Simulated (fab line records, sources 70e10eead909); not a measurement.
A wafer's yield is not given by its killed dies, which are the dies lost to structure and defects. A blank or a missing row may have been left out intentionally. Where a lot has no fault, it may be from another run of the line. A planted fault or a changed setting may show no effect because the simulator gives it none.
Struck lot and sound lot, side by side | flow nandHarc | 13 out of 1302 route steps
Sound: wafers L761.1, L761.2, L761.5. Wafers struck: L763.3, L763.4, L763.6. At the end, the cause is stated.
Per side, at each step with rows, come the tool, then ch with its chambers, and then its first start. Under that, the readings that differ: sound wafers | struck wafers | difference of the means | sigmas: that difference in standard deviations of wafers without a fault.
alike: readings whose means differ by less than 2 such deviations, and words and numbers that are the same on both sides. not compared: withheld readings, readings that some wafer has no value for, bounds like >300 that may hide the same value, and numbers for which the record gives no deviation and whose values overlap.
Wherever a step has rows on one side only, a row that says differs or no value, or a row with sigmas, the two part there. Numbers that have no deviation but don't overlap get no sigmas and don't part them. A reading missing from all wafers of one side parts the sides only when that side holds two or more wafers.

NHARC_P_CONTACT_DEP_00: deposits SiO2, target thk 500 nm.
  sound: pecvd-04 ch 0,1,2; struck: pecvd-01 ch 0,1,2
  alike: heaterPowerW, throttleValvePct
  not compared: sinceWetCleanH
NHARC_P_CONTACT_CMP_01: polishes SiO2, target thk 200 nm.
  sound on cmp-01 ch 1,2,3, day 8 08:46; struck on cmp-04 ch 1,3, day 8 16:42
  alike: motorCurrentA, slurryFilterDpKPa
then, 9 steps without rows for these wafers: NHARC_P_CONTACT_SRD_03; NHARC_P_CONTACT_DEHYDRATE_04 (time 120 s); NHARC_P_CONTACT_HMDS_05 (time 30 s); NHARC_P_CONTACT_COAT_33 (time 75 s); NHARC_P_CONTACT_COAT_34 (time 65 s); NHARC_P_CONTACT_COAT_06 (resist thk 90 nm); NHARC_P_CONTACT_SOFTBAKE_07 (time 55 s); NHARC_P_CONTACT_EBR_08; NHARC_P_CONTACT_EXPOSE_09 (exposes mask P CA, target cd 90 nm).
NHARC_P_CONTACT_PEB_10: peb time 65 s.
  sound on lithoTrack-04 ch 0, day 8 09:23; struck on lithoTrack-04 ch 0, day 8 17:27
reading               | sound             | struck            | difference | sigmas
heaterPowerTotalW (W) | 156.0 157.2 157.2 | 151.3 151.0 151.4 | -5.6       | -14
plateTempC (C)        | 99.91 99.83 99.93 | 97.47 97.49 97.60 | -2.37      | -18
then, 1 step without rows for these wafers: NHARC_P_CONTACT_DEVELOP_11 (develop time 35 s).

## WHERE THEY PART
Only at NHARC_P_CONTACT_PEB_10, as far as this record shows.

WHY: whatever the simulator had introduced
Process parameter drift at NHARC_P_CONTACT_PEB_10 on lithoTrack-04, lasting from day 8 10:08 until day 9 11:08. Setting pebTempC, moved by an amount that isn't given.
